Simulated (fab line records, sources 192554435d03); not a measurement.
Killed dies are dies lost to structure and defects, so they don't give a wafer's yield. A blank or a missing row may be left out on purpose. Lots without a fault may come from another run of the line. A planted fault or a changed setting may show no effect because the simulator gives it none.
fab line records | flow n5_finfet
record lots=7 wafers=21
route steps=1938 shown BEOL_M5@1141 BEOL_M6@1230 BEOL_M8@1335 BEOL_M9@1401
start_h: hours from the record's first day to the start of the lot's first wafer shown | wait_h: hours since the lot's step before | " the same as in the row above | L1.1+2: a row that stands for several wafers | - no value, or no start given | * or withheld: withheld | < > ~ a bound
route shown NAME@n: a module of which the file shows steps, and the number in the route of the first | usual: mean/standard deviation of fault-free wafers | same: alike in all rows | chamber/n: place in a boat | sites: the reading at each site | _std_site: their standard deviation | _edge_site: outer sites' mean less inner sites' | radius_mm: how far each site lies from the wafer's centre | mask NAME#n: copy n | behind: the tool/chamber that last shaped the wafer | hold: why the lot was held/for how many hours/how that ended | device: the transistor (n, p or np) that didn't switch | end of line: the same wafers' tests at the end of the route | a step without rows: its recipe alone | killed: dies lost to structure and defects at the first sort, not the wafer's yield | map: a wafer's dies, x killed, . not, _ none there
set.NAME: the setting as run; set.NAME@STEP: as run at that earlier step | model.NAME: the simulator's own value behind a step, which no gauge read
lots whose settings were changed on purpose; a table a step, a row a wafer
## steps
# step N5_BEOL_M5_COAT_74
# recipe resist=underlayer temp_c=205 time_s=60 spin_rpm=1500 resist_thk_nm=5
# columns lot.wafer tool chamber start_h wait_h set.spin_rpm
L076.3+5 litho_track-03 0 - - 1500
L076.6 " 0 " " 1574
L078.1+3+6 litho_track-03 0 - - 1500
L079.2+5+6 litho_track-03 0 - - 1500
L080.1 litho_track-05 0 - - 1500
L080.3+4 " 0 " " 1665
L083.3 litho_track-03 0 - - 1500
L083.4+6 " 0 " " 1640
L087.2 litho_track-01 0 - - 1500
L087.4+5 " 0 " " 1387
L085.3+5+6 litho_track-05 0 - - 1500
# step N5_BEOL_M5_COAT_22
# recipe resist=CAR-EUV spin_rpm=1500 resist_thk_nm=30
# step N5_BEOL_M5_EBR_24
# recipe solvent=PGMEA ebr_width_mm=1.5
# step N5_BEOL_M5_DESCUM_33
# recipe chemistry=O2 time_s=7 source_power_w=50 bias_power_w=20 pressure_mtorr=20 rf_frequency_hz=2.712e+07 temp_c=40 resist=CAR-EUV o2_flow_sccm=225
# step N5_BEOL_M5_ETCH_75
# recipe chemistry=N2/H2 target=underlayer target_depth_a=65 mask_material=CAR-EUV time_s=5.2 ion_energy_ev=200 pressure_mtorr=30 source_w=840 bias_w=150 n2_flow_sccm=200 h2_flow_sccm=200 ends=cleared
# usual etch_rf_on_time_s=5.24/0.12
# columns lot.wafer tool chamber start_h wait_h set.spin_rpm@BEOL_M5_COAT_74 etch_rf_on_time_s model.etch.depth_nm
L076.3 rie_diel-04 2 202.34 0.0 1500 5.37 4.989
L076.5 " 2 " " 1500 5.38 5.007
L076.6 " 1 " " 1574 5.16 4.887
L078.1 rie_diel-06 3 207.58 0.0 1500 5.06 5.009
L078.3 " 0 " " 1500 5.20 4.993
L078.6 " 3 " " 1500 5.04 4.994
L079.2 rie_diel-04 0 211.65 0.0 1500 5.36 4.996
L079.5 " 1 " " 1500 5.26 5.027
L079.6 " 2 " " 1500 5.40 4.999
L080.1 rie_diel-02 2 212.01 0.0 1500 5.51 4.998
L080.3 " 0 " " 1665 4.91 4.74
L080.4 " 1 " " 1665 4.87 4.762
L083.3 rie_diel-02 0 237.44 0.0 1500 5.14 5.011
L083.4 " 3 " " 1640 4.80 4.783
L083.6 " 0 " " 1640 4.94 4.783
L087.2 rie_diel-04 2 257.57 0.0 1500 5.26 5.001
L087.4 " 3 " " 1387 5.53 5.22
L087.5 " 2 " " 1387 5.49 5.23
L085.3 rie_diel-02 3 258.01 0.0 1500 5.11 5.009
L085.5 " 0 " " 1500 5.09 4.995
L085.6 " 3 " " 1500 5.05 5.006
# step N5_BEOL_M5_ETCH_67
# recipe chemistry=CF4 target=SiARC target_depth_a=156 mask_material=CAR-EUV time_s=26 ion_energy_ev=80 pressure_mtorr=40 source_w=545 bias_w=36 Ar_flow_sccm=100 cf4_flow_sccm=100 ends=cleared
# step N5_BEOL_M5_ETCH_68
# recipe chemistry=N2/H2 target=SOC target_depth_a=800 overetch_a=160 mask_material=SiARC temp_c=40 time_s=120 ion_energy_ev=200 pressure_mtorr=30 source_w=840 bias_w=150 n2_flow_sccm=200 h2_flow_sccm=200
# columns lot.wafer tool chamber start_h wait_h set.spin_rpm@BEOL_M5_COAT_65 model.etch.depth_nm
L076.3 rie_diel-04 2 202.38 0.0 1420 61.81
L076.5 " 2 " " 1420 61.85
L076.6 " 1 " " 1500 60
L078.1 rie_diel-06 3 207.62 0.0 1500 60.21
L078.3 " 0 " " 1651 57.35
L078.6 " 3 " " 1500 59.98
L079.2 rie_diel-04 0 211.69 0.0 1500 60.11
L079.5 " 1 " " 1500 60.28
L079.6 " 2 " " 1500 60.1
L080.1 rie_diel-02 2 212.06 0.0 1500 60.12
L080.3 " 0 " " 1500 60.28
L080.4 " 1 " " 1500 60.07
L083.3 rie_diel-02 0 237.49 0.0 1565 58.75
L083.4 " 3 " " 1565 58.77
L083.6 " 0 " " 1500 59.88
L087.2+4 rie_diel-04 2,3 257.61 0.0 1592 58.26
L087.5 " 2 " " 1500 60.04
L085.3 rie_diel-02 3 258.06 0.0 1500 60.08
L085.5 " 0 " " 1500 60.23
L085.6 " 3 " " 1500 60.2
# step N5_BEOL_M5_STRIP_69
# recipe chemistry=N2/H2 temp_c=40 n2_flow_sccm=200 h2_flow_sccm=200 rf_frequency_hz=6e+07
# step N5_BEOL_M5_STRIP_76
# recipe chemistry=N2/H2 temp_c=40 n2_flow_sccm=200 h2_flow_sccm=200 rf_frequency_hz=6e+07
# step N5_BEOL_M5_VIA_ETCH_34
# recipe chemistry=C4F6/O2 target=SiCOH_lowk target_depth_a=883 mask_material=SOC taper_deg=4 time_s=39.2 ion_energy_ev=250 pressure_mtorr=30 source_w=345 bias_w=185 Ar_flow_sccm=300 C4F6_flow_sccm=10 O2_flow_sccm=10
# columns lot.wafer tool chamber start_h wait_h set.spin_rpm@BEOL_M5_COAT_65 model.SOC_of_BEOL_M5_COAT_65.thk_nm
L076.3+5 rie_diel-04 2 202.48 0.0 1420 57.8
L076.6 " 1 " " 1500 55.8
L078.1 rie_diel-06 3 207.72 0.0 1500 56
L078.3 " 0 " " 1651 53.2
L078.6 " 3 " " 1500 55.8
L079.2 rie_diel-04 0 211.79 0.0 1500 56
L079.5+6 " 1,2 " " 1500 56.2
L080.1 rie_diel-02 2 212.16 0.0 1500 56.2
L080.3 " 0 " " 1500 56.4
L080.4 " 1 " " 1500 55.8
L083.3 rie_diel-02 0 237.59 0.0 1565 54.8
L083.4 " 3 " " 1565 54.6
L083.6 " 0 " " 1500 55.8
L087.2+4 rie_diel-04 2,3 257.71 0.0 1592 54.2
L087.5 " 2 " " 1500 56
L085.3 rie_diel-02 3 258.16 0.0 1500 55.8
L085.5 " 0 " " 1500 56.2
L085.6 " 3 " " 1500 56
# step N5_BEOL_M6_DESCUM_33
# recipe chemistry=O2 time_s=7 source_power_w=50 bias_power_w=20 pressure_mtorr=20 rf_frequency_hz=2.712e+07 temp_c=40 resist=CAR-EUV o2_flow_sccm=225
# columns lot.wafer tool chamber start_h wait_h set.time_s model.CAR-EUV_of_BEOL_M6_COAT_22.thk_nm
L076.3+6 rie_diel-01 3,2 214.39 0.2 7 26
L076.5 " 1 " " 8.288 25.4
L078.1 rie_diel-03 0 221.99 1.1 8.14 25.6
L078.3 " 1 " " 8.14 25.4
L078.6 " 1 " " 7 26
L079.2+6 rie_diel-05 3,0 223.28 0.0 7 26
L079.5 " 1 " " 7 26.2
L080.1 rie_diel-01 1 223.33 0.0 7.577 25.8
L080.3 " 2 " " 7 26.2
L080.4 " 0 " " 7 26
L083.3+4+6 rie_diel-01 3,0,1 250.00 0.1 6.577 26.2
L085.3 rie_diel-01 1 271.73 0.0 7 26
L085.5 " 0 " " 8.335 25.2
L085.6 " 3 " " 8.335 25.4
L087.2+5 rie_diel-03 0,2 274.52 0.1 7 26
L087.4 " 3 " " 7 25.8
# step N5_BEOL_M8_PECVD_70
# recipe material=SiO2 target_thk_a=200 temp_c=400 precursor=TEOS/O2 pressure_torr=5.5 rf_w=450 teos_flow_sccm=53.8 gas=O2 flow_sccm=3000 time_s=22.7
# columns lot.wafer tool chamber start_h wait_h set.time_s model.SiO2_of_BEOL_M8_PECVD_70.thk_nm
L076.3 pecvd-02 2 227.71 0.0 22.7 19.8
L076.5 " 0 " " 22.7 20.4
L076.6 " 2 " " 21.2 19
L079.2 pecvd-02 2 235.74 0.1 22.7 20.2
L079.5+6 " 0,2 " " 22.7 20.4
L078.1+3 pecvd-02 2,1 235.77 0.1 25.59 22.6
L078.6 " 2 " " 25.59 23
L080.1 pecvd-01 2 235.78 0.0 22.7 19.4
L080.3 " 2 " " 22.7 19.6
L080.4 " 0 " " 22.7 20.2
L083.3 pecvd-01 2 262.47 0.1 22.7 20.2
L083.4 " 0 " " 22.7 20.8
L083.6 " 0 " " 20.29 18.6
L085.3 pecvd-01 0 286.26 0.0 22.7 20.2
L085.5 " 2 " " 20.22 18
L085.6 " 0 " " 22.7 20.4
L087.2 pecvd-02 1 286.60 0.0 22.7 19.4
L087.4 " 2 " " 22.7 20
L087.5 " 0 " " 25.76 22.8
# step N5_BEOL_M8_EXPOSE_08
# recipe mask_id=M8 na=1.35 source_shape=dipole sigma_inner=0.817 sigma_outer=0.97 polarization=te dose_mj=68.25
# columns lot.wafer tool chamber start_h wait_h mask set.dose_mj
L076.3 arfi_scanner-02 0 228.74 - M8#0 72.55
L076.5+6 " 0 " " M8#0 68.25
L079.2+5+6 arfi_scanner-03 0 238.75 - M8#0 68.25
L078.1 arfi_scanner-03 0 238.79 - M8#0 71.12
L078.3+6 " 0 " " M8#0 68.25
L080.1+3 arfi_scanner-03 0 238.83 - M8#0 68.25
L080.4 " 0 " " M8#0 64.48
L083.3+6 arfi_scanner-02 0 265.90 - M8#0 70.15
L083.4 " 0 " " M8#0 68.25
L085.3 arfi_scanner-02 0 287.76 - M8#0 68.25
L085.5+6 " 0 " " M8#0 64.18
L087.2+5 arfi_scanner-01 0 288.23 - M8#0 68.25
L087.4 " 0 " " M8#0 65.57
# step N5_BEOL_M8_PEB_09
# recipe peb_temp_c=withheld peb_time_s=60 resist=CAR-ArF
# step N5_BEOL_M8_DEVELOP_10
# recipe develop_time_s=30 developer=TMAH resist=CAR-ArF rinse_liquid=diw dry=air_spin dev_temp_c=23
# step N5_BEOL_M8_CD_MEAS_11
# recipe target_cd_nm=38.5 landing_energy_ev=500 detector=se_inlens polarity=opening
# usual cd_nm=38.2/0.59
# columns lot.wafer tool chamber start_h wait_h set.dose_mj@BEOL_M8_EXPOSE_08 cd_nm
L076.3 cd_sem-03 0 228.86 - 72.55 40.1
L076.5 " 0 " " 68.25 38.4
L076.6 " 0 " " 68.25 38.1
L079.2 cd_sem-03 0 238.88 - 68.25 37.6
L079.5 " 0 " " 68.25 37.6
L079.6 " 0 " " 68.25 38.2
L078.1 cd_sem-01 0 238.92 - 71.12 40.7
L078.3 " 0 " " 68.25 38.8
L078.6 " 0 " " 68.25 37.4
L080.1 cd_sem-02 0 238.96 - 68.25 37.5
L080.3 " 0 " " 68.25 37.4
L080.4 " 0 " " 64.48 35.1
L083.3 cd_sem-01 0 266.02 - 70.15 38.9
L083.4 " 0 " " 68.25 38.2
L083.6 " 0 " " 70.15 39.3
L085.3 cd_sem-03 0 287.88 - 68.25 37.9
L085.5 " 0 " " 64.18 34.8
L085.6 " 0 " " 64.18 34.7
L087.2 cd_sem-03 0 288.35 - 68.25 38.5
L087.4 " 0 " " 65.57 37.1
L087.5 " 0 " " 68.25 38.3
# step N5_BEOL_M8_DESCUM_16
# recipe chemistry=O2 time_s=7.9 source_power_w=50 bias_power_w=20 pressure_mtorr=20 rf_frequency_hz=2.712e+07 temp_c=40 resist=CAR-ArF o2_flow_sccm=225
# step N5_BEOL_M8_ETCH_61
# recipe chemistry=CF4 target=SiARC target_depth_a=455 mask_material=CAR-ArF time_s=75.8 ion_energy_ev=80 pressure_mtorr=40 source_w=545 bias_w=36 Ar_flow_sccm=100 cf4_flow_sccm=100 ends=cleared
# columns lot.wafer tool chamber start_h wait_h set.dose_mj@BEOL_M8_EXPOSE_08 model.BEOL_M8.cd_offset_nm
L076.3 rie_diel-05 0 228.98 0.0 72.55 1.8
L076.5 " 2 " " 68.25 -0.2
L076.6 " 1 " " 68.25 -1
L079.2 rie_diel-01 2 239.02 0.0 68.25 -0.8
L079.5 " 2 " " 68.25 -1.2
L079.6 " 3 " " 68.25 -0.2
L078.1 rie_diel-03 3 239.19 0.0 71.12 2
L078.3 " 0 " " 68.25 0
L078.6 " 0 " " 68.25 -1
L080.1 rie_diel-03 1 239.53 0.0 68.25 -0.8
L080.3 " 3 " " 68.25 -1.4
L080.4 " 2 " " 64.48 -3
L083.3 rie_diel-01 2 266.14 0.0 70.15 0.4
L083.4 " 1 " " 68.25 0
L083.6 " 1 " " 70.15 1.4
L085.3 rie_diel-03 2 288.00 0.0 68.25 0
L085.5 " 0 " " 64.18 -3.6
L085.6 " 2 " " 64.18 -3.2
L087.2 rie_diel-05 3 288.51 0.0 68.25 -0.2
L087.4 " 1 " " 65.57 -2
L087.5 " 2 " " 68.25 0
# step N5_BEOL_M8_ETCH_62
# recipe chemistry=N2/H2 target=SOC target_depth_a=1100 overetch_a=220 mask_material=SiARC temp_c=40 time_s=165 ion_energy_ev=200 pressure_mtorr=30 source_w=840 bias_w=150 n2_flow_sccm=200 h2_flow_sccm=200
# columns lot.wafer tool chamber start_h wait_h set.dose_mj@BEOL_M8_EXPOSE_08 model.BEOL_M8.cd_offset_nm
L076.3 rie_diel-05 0 229.04 0.0 72.55 1.4
L076.5 " 2 " " 68.25 -0.2
L076.6 " 1 " " 68.25 -1.2
L079.2 rie_diel-01 2 239.07 0.0 68.25 -0.4
L079.5 " 2 " " 68.25 -0.8
L079.6 " 3 " " 68.25 0
L078.1 rie_diel-03 3 239.25 0.0 71.12 2.6
L078.3 " 0 " " 68.25 0
L078.6 " 0 " " 68.25 -1.2
L080.1 rie_diel-03 1 239.58 0.0 68.25 -1
L080.3 " 3 " " 68.25 -0.6
L080.4 " 2 " " 64.48 -3
L083.3 rie_diel-01 2 266.20 0.0 70.15 0.6
L083.4 " 1 " " 68.25 -0.2
L083.6 " 1 " " 70.15 1.2
L085.3 rie_diel-03 2 288.06 0.0 68.25 -0.4
L085.5 " 0 " " 64.18 -3.6
L085.6 " 2 " " 64.18 -3.4
L087.2 rie_diel-05 3 288.57 0.0 68.25 -0.4
L087.4 " 1 " " 65.57 -2
L087.5 " 2 " " 68.25 -0.2
# step N5_BEOL_M8_STRIP_68
# recipe chemistry=N2/H2 temp_c=40 n2_flow_sccm=200 h2_flow_sccm=200 rf_frequency_hz=6e+07
# step N5_BEOL_M8_STRIP_67
# recipe chemistry=CF4 resist=SiARC power_w=300 bias_power_w=75 pressure_mtorr=50 cf4_flow_sccm=150 rf_frequency_hz=6e+07
# step N5_BEOL_M8_HM_OPEN_17
# recipe chemistry=Cl2/BCl3 target_depth_a=200 overetch_a=60 target=TiN mask_material=SOC ion_energy_ev=150 pressure_mtorr=10 icp_w=1000 bias_w=126 Cl2_flow_sccm=53.25 bcl3_flow_sccm=21.75 Ar_flow_sccm=25
# step N5_BEOL_M8_STRIP_19
# recipe chemistry=O2 power_w=400 temp_c=40 pressure_mtorr=30 rf_frequency_hz=6e+07 bias_power_w=0 overash_fraction=0.2 o2_flow_sccm=225
# step N5_BEOL_M8_CD_MEAS_18
# recipe pitch_nm=80 target_cd_nm=40
# usual cd_nm=39.6/0.78
# columns lot.wafer tool chamber start_h wait_h set.dose_mj@BEOL_M8_EXPOSE_08 cd_nm
L076.3 cd_sem-01 - 229.43 0.1 72.55 41.0
L076.5 " - " " 68.25 39.3
L076.6 " - " " 68.25 38.9
L079.2 cd_sem-03 - 239.52 0.1 68.25 40.2
L079.5 " - " " 68.25 39.4
L079.6 " - " " 68.25 40.0
L078.1 cd_sem-02 - 239.63 0.0 71.12 42.1
L078.3 " - " " 68.25 39.9
L078.6 " - " " 68.25 38.7
L080.1 cd_sem-03 - 239.95 0.0 68.25 38.9
L080.3 " - " " 68.25 39.4
L080.4 " - " " 64.48 36.7
L083.3 cd_sem-03 - 266.63 0.1 70.15 40.3
L083.4 " - " " 68.25 39.8
L083.6 " - " " 70.15 41.2
L085.3 cd_sem-02 - 288.48 0.1 68.25 39.7
L085.5 " - " " 64.18 36.6
L085.6 " - " " 64.18 36.9
L087.2 cd_sem-03 - 288.95 0.1 68.25 39.7
L087.4 " - " " 65.57 38.4
L087.5 " - " " 68.25 39.9
# step N5_BEOL_M8_COAT_63
# recipe resist=SOC temp_c=250 time_s=60 spin_rpm=1500 resist_thk_nm=60
# step N5_BEOL_M8_COAT_64
# recipe resist=SiARC temp_c=220 time_s=60 spin_rpm=1500 resist_thk_nm=12
# step N5_BEOL_M8_PRECLEAN_42
# recipe chemistry=residue_remover time_s=60 temp_c=40
# step N5_BEOL_M8_SRD_43
# recipe time_s=30 temp_c=23 rinse_liquid=diw dry=ipa_marangoni
# step N5_BEOL_M8_CD_MEAS_35
# recipe target_cd_nm=40 polarity=opening
# usual cd_nm=39.7/0.8
# columns lot.wafer tool chamber start_h wait_h set.dose_mj@BEOL_M8_EXPOSE_08 cd_nm
L076.3 cd_sem-01 - 230.48 0.0 72.55 40.9
L076.5 " - " " 68.25 40.0
L076.6 " - " " 68.25 39.0
L078.1 cd_sem-01 - 244.30 0.0 71.12 42.1
L078.3 " - " " 68.25 40.0
L078.6 " - " " 68.25 38.6
L079.2 cd_sem-03 - 244.40 0.0 68.25 39.5
L079.5 " - " " 68.25 39.2
L079.6 " - " " 68.25 40.1
L080.1 cd_sem-01 - 244.47 0.0 68.25 39.0
L080.3 " - " " 68.25 39.5
L080.4 " - " " 64.48 36.8
L083.3 cd_sem-03 - 272.73 0.0 70.15 40.4
L083.4 " - " " 68.25 40.0
L083.6 " - " " 70.15 40.7
L085.3 cd_sem-02 - 294.98 0.0 68.25 39.5
L085.5 " - " " 64.18 36.6
L085.6 " - " " 64.18 37.2
L087.2 cd_sem-03 - 295.22 0.0 68.25 40.1
L087.4 " - " " 65.57 38.3
L087.5 " - " " 68.25 39.8
# step N5_BEOL_M9_ILD_DEP_00
# recipe material=SiCOH_lowk target_thk_a=3085.1 temp_c=300 precursor=DEMS/porogen pressure_torr=5 rf_w=500 time_s=58
# columns lot.wafer tool chamber start_h wait_h set.time_s model.SiCOH_lowk_of_BEOL_M9_ILD_DEP_00.thk_nm
L076.3 pecvd-01 0 233.88 0.0 58 305.8
L076.5 " 2 " " 58 306.4
L076.6 " 0 " " 51.65 277.4
L079.2 pecvd-01 1 247.33 0.0 58 299.2
L079.5 " 1 " " 58 305
L079.6 " 0 " " 58 306.4
L078.1 pecvd-04 2 247.42 0.0 54.57 284
L078.3 " 0 " " 58 309.8
L078.6 " 2 " " 58 307.6
L080.1 pecvd-01 0 248.23 0.0 66.5 346.6
L080.3 " 2 " " 58 299.6
L080.4 " 1 " " 66.5 346.8
L083.3 pecvd-01 0 275.99 0.0 58 306
L083.4 " 1 " " 53.38 281.4
L083.6 " 0 " " 58 307
L085.3 pecvd-01 2 297.50 0.0 65.47 342.4
L085.5 " 0 " " 58 306
L085.6 " 2 " " 65.47 348.8
L087.2 pecvd-01 1 297.76 0.0 54.34 284.6
L087.4 " 0 " " 54.34 284.4
L087.5 " 2 " " 54.34 287.2
# step N5_BEOL_M9_CURE_71
# recipe temp_c=385 time_s=240 ambient=He/Ar material=SiCOH_lowk
# columns lot.wafer tool chamber start_h wait_h set.time_s@BEOL_M9_ILD_DEP_00 model.SiCOH_lowk_of_BEOL_M9_ILD_DEP_00.thk_nm
L076.3 uv_cure-02 1 234.12 0.2 58 265.6
L076.5 " 1 " " 58 266
L076.6 " 1 " " 51.65 240.6
L079.2 uv_cure-03 2 247.48 0.1 58 259.8
L079.5 " 2 " " 58 265
L079.6 " 2 " " 58 266
L078.1 uv_cure-02 2 247.50 0.0 54.57 246.4
L078.3 " 2 " " 58 269
L078.6 " 2 " " 58 267.2
L080.1 uv_cure-03 2 248.31 0.0 66.5 301.6
L080.3 " 2 " " 58 260.2
L080.4 " 2 " " 66.5 302
L083.3 uv_cure-01 1 276.23 0.2 58 265.8
L083.4 " 1 " " 53.38 244.2
L083.6 " 1 " " 58 266.6
L085.3 uv_cure-01 2 297.74 0.2 65.47 298
L085.5 " 2 " " 58 265.8
L085.6 " 2 " " 65.47 303.6
L087.2+4 uv_cure-03 0 297.92 0.1 54.34 246.8
L087.5 " 0 " " 54.34 249.2
# step N5_BEOL_M9_THK_MEAS_01
# recipe reads=SiCOH_lowk_of_BEOL_M9_ILD_DEP_00
# usual M9_ILD_THK=267/3.7
# columns lot.wafer tool chamber start_h wait_h set.time_s@BEOL_M9_ILD_DEP_00 M9_ILD_THK[nm]
L076.3 film_metro-02 - 234.47 0.3 58 266
L076.5 " - " " 58 266
L076.6 " - " " 51.65 240
L079.2 film_metro-02 - 247.92 0.4 58 260
L079.5 " - " " 58 265
L079.6 " - " " 58 266
L078.1 film_metro-02 - 248.01 0.4 54.57 246
L078.3 " - " " 58 269
L078.6 " - " " 58 267
L080.1 film_metro-02 - 248.82 0.4 66.5 302
L080.3 " - " " 58 260
L080.4 " - " " 66.5 302
L083.3 film_metro-01 - 276.58 0.3 58 266
L083.4 " - " " 53.38 244
L083.6 " - " " 58 267
L085.3 film_metro-01 - 298.09 0.3 65.47 298
L085.5 " - " " 58 266
L085.6 " - " " 65.47 304
L087.2 film_metro-01 - 298.35 0.4 54.34 247
L087.4 " - " " 54.34 247
L087.5 " - " " 54.34 249
## key
split step=N5_BEOL_M5_COAT_74 setting=spin_rpm stated=1500 by=wafer
response step=N5_BEOL_M5_ETCH_75 reading=etch_rf_on_time_s change=* per=1% r=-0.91
response step=N5_BEOL_M5_ETCH_75 reading=model.etch.depth_nm change=-0.0245 per=1% r=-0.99
split step=N5_BEOL_M6_DESCUM_33 setting=time_s stated=7 by=wafer
response step=N5_BEOL_M6_DESCUM_33 reading=model.CAR-EUV_of_BEOL_M6_COAT_22.thk_nm change=-0.0338 per=1% r=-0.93
split step=N5_BEOL_M8_PECVD_70 setting=time_s stated=22.7 by=wafer
response step=N5_BEOL_M8_PECVD_70 reading=model.SiO2_of_BEOL_M8_PECVD_70.thk_nm change=+0.206 per=1% r=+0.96
split step=N5_BEOL_M8_EXPOSE_08 setting=dose_mj stated=68.25 by=wafer
response step=N5_BEOL_M8_CD_MEAS_11 reading=cd_nm change=+0.421 per=1% r=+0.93
response step=N5_BEOL_M8_ETCH_61 reading=model.BEOL_M8.cd_offset_nm change=+0.453 per=1% r=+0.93
response step=N5_BEOL_M8_ETCH_62 reading=model.BEOL_M8.cd_offset_nm change=+0.457 per=1% r=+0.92
response step=N5_BEOL_M8_CD_MEAS_18 reading=cd_nm change=+0.43 per=1% r=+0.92
response step=N5_BEOL_M8_CD_MEAS_35 reading=cd_nm change=+0.391 per=1% r=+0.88
split step=N5_BEOL_M9_ILD_DEP_00 setting=time_s stated=58 by=wafer
response step=N5_BEOL_M9_ILD_DEP_00 reading=model.SiCOH_lowk_of_BEOL_M9_ILD_DEP_00.thk_nm change=+3.11 per=1% r=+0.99
response step=N5_BEOL_M9_CURE_71 reading=model.SiCOH_lowk_of_BEOL_M9_ILD_DEP_00.thk_nm change=+2.74 per=1% r=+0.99
response step=N5_BEOL_M9_THK_MEAS_01 reading=M9_ILD_THK change=+2.74 per=1% r=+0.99
split outside_this_file step=N5_BEOL_M5_COAT_65 setting=spin_rpm
# split outside_this_file: this setting was split too, and the file shows its column; the key of that split is in another file
